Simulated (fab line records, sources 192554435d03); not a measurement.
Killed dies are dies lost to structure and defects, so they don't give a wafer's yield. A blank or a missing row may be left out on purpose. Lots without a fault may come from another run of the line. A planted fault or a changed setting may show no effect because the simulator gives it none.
Chamber matching | flow n5_finfet | N5_BEOL_M9_ALD_74 on ald_metal-02: 4 sister chambers
The step deposits TaN, target thk 2 nm, pulse time 2 s, purge time 3 s. 8 wafers are shown with their chamber, then 7 later ones without.

WAFERS WITH THEIR CHAMBER
wafer  | chamber | heater_power_w (W)
L839.3 | 2       | 417
L841.3 | 0       | 547
L843.2 | 0       | 543
L843.4 | 1       | 428
L846.3 | 2       | 415
L846.4 | 3       | 379
L848.2 | 3       | 380
L848.4 | 1       | 440

WAFERS WITHOUT THEIR CHAMBER
wafer  | heater_power_w (W)
L848.5 | 374
L850.4 | 411
L850.5 | 449
L855.3 | 385
L855.4 | 561
L858.3 | 551
L858.5 | 436

WHICH CHAMBER EACH WENT THROUGH
wafer  | from the rows above | in truth
L848.5 | 3                   | 3
L850.4 | 2                   | 2
L850.5 | 1                   | 1
L855.3 | 3                   | 3
L855.4 | 0                   | 0
L858.3 | 0                   | 0
L858.5 | 1                   | 1
Placed correctly: 7 of 7. Can't be placed from these rows: 0. Placed wrongly: 0.
How it was worked out, from the rows above alone: a wafer's distance from a chamber is the root of the sum, over the readings, of the square of ((its reading less the chamber's mean) divided by the reading's scatter). The wafer belongs to the nearest chamber; if the next one is less than 2 further off, it can't be placed. A chamber's mean is the mean of its shown wafers. The scatter: the root of (the sum of the squares of (reading less its chamber's mean) over the shown wafers, divided by (wafers less chambers)).
